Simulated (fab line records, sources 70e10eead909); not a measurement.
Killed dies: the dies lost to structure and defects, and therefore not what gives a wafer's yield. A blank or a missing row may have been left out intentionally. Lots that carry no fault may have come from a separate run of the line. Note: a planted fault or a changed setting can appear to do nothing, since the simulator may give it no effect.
Struck lot and sound lot, side by side | flow nandHarc | 18 steps out of a route of 1302
Sound: the wafers L136.1, L136.4, L136.5. Struck: wafers L146.3, L146.6. The cause comes at the end.
Each step with rows lists, per side, the tool, then ch with its chambers, then its first start. Under that, the readings that differ: sound wafers | struck wafers | difference of the means | sigmas: that difference in standard deviations of wafers without a fault.
alike: same words and numbers on both sides, and readings whose means sit less than 2 such deviations apart. not compared: any withheld reading, any reading some wafer has no value for, any bound like >300 that may hide the same value, and any number with overlapping values for which the record gives no deviation.
Wherever a step has rows on one side only, a row that says differs or no value, or a row with sigmas, the two part there. Numbers that have no deviation but don't overlap get no sigmas and don't part them. Lack of a reading on every wafer of one side parts them only where that side has two or more wafers.

NHARC_P_M0_OVL_MEAS_10: pitch 180 nm.
  sound on overlay-02, day 6 06:06; struck on overlay-02, day 10 03:11
  alike: overlayXNm, overlayYNm
NHARC_P_M0_INSPECT_11:
  sound on defectInspect-02, day 6 06:08; struck on defectInspect-02, day 10 03:14
  alike: rawDefectCount
then, 2 steps without rows for these wafers: NHARC_P_M0_DESCUM_14 (chemistry O2, time 3 s); NHARC_P_M0_ETCH_34 (etches the open film in N2/H2, target depth 40 nm, overetch 12 nm, time 43.94 s).
NHARC_P_M0_ETCH_15: etches the open film in C4F8/Ar, target depth 150 nm, overetch 15 nm, time 82.5 s.
  sound: rieDiel-04 ch 0,1,3; struck: rieDiel-03 ch 0,1
reading    | sound             | struck      | difference | sigmas
rfVppV (V) | 436.5 439.7 439.3 | 443.5 444.0 | +5.2       | +2
  alike: oesProductAu
  not compared: rfHoursCounterH
NHARC_P_M0_CD_MEAS_16:
  sound on cdSem-03, day 6 06:30; struck on cdSem-02, day 10 03:38
  alike: cdNm
NHARC_P_M0_STRIP_18: strips in N2/H2.
  sound on rieDiel-04 ch 1,3, day 6 06:36; struck on rieDiel-04 ch 0,1, day 10 03:42
  alike: drypumpMotorCurrentA, oesProductAu, rfVppV, showerheadPlenumPTorr, throttleValvePct
  not compared: rfHoursCounterH
then, 2 steps without rows for these wafers: NHARC_P_M0_STRIP_19 (strips in post etch residue remover, time 600 s); NHARC_P_M0_DEGAS_28 (time 60 s).
NHARC_P_M0_PRE_CLEAN_29: time 30 s.
  sound on pvdSputter-02; struck on pvdSputter-03
  alike: heaterPowerW
then, 1 step without rows for these wafers: NHARC_P_M0_PVD_20 (deposits TaN, target thk 5 nm, time 8.06 s).
NHARC_P_M0_PVD_21: deposits Cu, target thk 30 nm, time 20.49 s.
  sound on pvdSputter-02; struck on pvdSputter-03
  alike: substrateTempC, throttleValvePct
NHARC_P_M0_ECD_22: material Cu, target thk 400 nm.
  sound on ecdCu-02 ch 0,1, day 6 07:32; struck on ecdCu-01 ch 1, day 10 04:43
NHARC_P_M0_ANNEAL_30: time 90 s.
  sound on rtpAnneal-02 ch 0, day 6 07:51; struck on rtpAnneal-01 ch 0, day 10 05:05
  alike: wafer_temp_C_max
then, 1 step without rows for these wafers: NHARC_P_M0_CMP_23 (polishes, t overpolish 20 s, target thk 117.54 nm).
NHARC_P_M0_THK_MEAS_24: measures by xrf.
  sound on filmMetro-01, day 6 08:31; struck on filmMetro-02, day 10 05:39
  alike: thkNm
then, 1 step without rows for these wafers: NHARC_P_M0_SRD_25.
-- record jumps: 19 days between struck wafers' starts before vs after; left off in module P_M0, resumes in module END, first step shown is number 1302 of the route --
NHARC_END_SORT_01:
  the record has rows for the struck wafers here (prober-02 ch 0, day 29 13:28) and none for the sound ones

## WHERE THEY PART
Last at NHARC_END_SORT_01 as far as this record goes, first at NHARC_P_M0_ETCH_15.

WHY: the cause the simulator had injected
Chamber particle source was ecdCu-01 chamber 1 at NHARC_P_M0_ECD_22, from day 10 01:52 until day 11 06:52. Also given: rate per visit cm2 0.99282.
